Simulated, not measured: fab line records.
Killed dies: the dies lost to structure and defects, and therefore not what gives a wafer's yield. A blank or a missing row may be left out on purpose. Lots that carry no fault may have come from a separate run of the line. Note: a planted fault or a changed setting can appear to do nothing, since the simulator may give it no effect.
Chamber matching    flow n5 finfet    cvd co-02 running N5_BEOL_M2_PRE_CLEAN_60: 3 sister chambers
The step time 15 s. 33 wafers are shown with their chamber, then 12 later ones without.

## WAFERS PAIRED WITH THEIR CHAMBERS
wafer   chamber  heater power w (W)  heater power outer w (W)
L074.1  2        87                  16
L074.4  1        78                  11
L074.5  1        76                  12
L076.1  2        89                  16
L076.3  0        64                  13
L076.5  0        64                  12
L075.3  1        75                  11
L075.5  0        63                  13
L075.6  1        74                  11
L077.1  2        88                  15
L077.5  0        62                  13
L077.6  2        87                  16
L079.2  0        62                  13
L079.4  0        65                  13
L079.6  1        78                  11
L080.1  2        89                  16
L080.2  1        78                  12
L080.5  2        89                  16
L083.1  2        90                  16
L083.2  0        63                  13
L083.5  0        63                  13
L081.1  1        77                  11
L081.2  2        90                  16
L081.5  2        88                  16
L084.1  1        79                  11
L084.4  0        61                  13
L084.5  1        76                  11
L082.2  2        87                  16
L082.4  0        62                  13
L082.5  2        89                  16
L086.1  1        77                  12
L086.3  2        88                  16
L086.4  2        88                  16

SIGNATURES, as means of the wafers listed above
reading               chamber 0  chamber 1  chamber 2  scatter within a chamber
heater power w        62.90      76.80      88.38      1.26
heater power outer w  12.90      11.30      15.92      0.362
Rule: a wafer's distance from a chamber is the root of the sum, over the readings, of the square of ((its reading less the chamber's mean) divided by the reading's scatter). The wafer belongs to the nearest chamber; if the next one is less than 2 further off, it can't be placed. How the scatter is found: for the shown wafers, subtract from each reading the mean of its chamber, square and add these, divide the total by (wafers less chambers), then take the root.

## WAFERS WITHOUT THEIR CHAMBER
wafer   heater power w (W)  heater power outer w (W)
L091.1  78                  12
L091.4  79                  12
L091.5  91                  16
L096.1  63                  13
L096.3  89                  16
L096.5  63                  13
L094.1  88                  16
L094.5  92                  16
L094.6  78                  12
L097.2  89                  16
L097.4  63                  13
L097.6  77                  12

## EACH ONE'S CHAMBER
wafer   from the rows above  in truth
L091.1  1                    1
L091.4  1                    1
L091.5  2                    2
L096.1  0                    0
L096.3  2                    2
L096.5  0                    0
L094.1  2                    2
L094.5  2                    2
L094.6  1                    1
L097.2  2                    2
L097.4  0                    0
L097.6  1                    1
Correctly placed: 12 of 12. From these rows, 0 cannot be placed. Wrongly placed: 0.
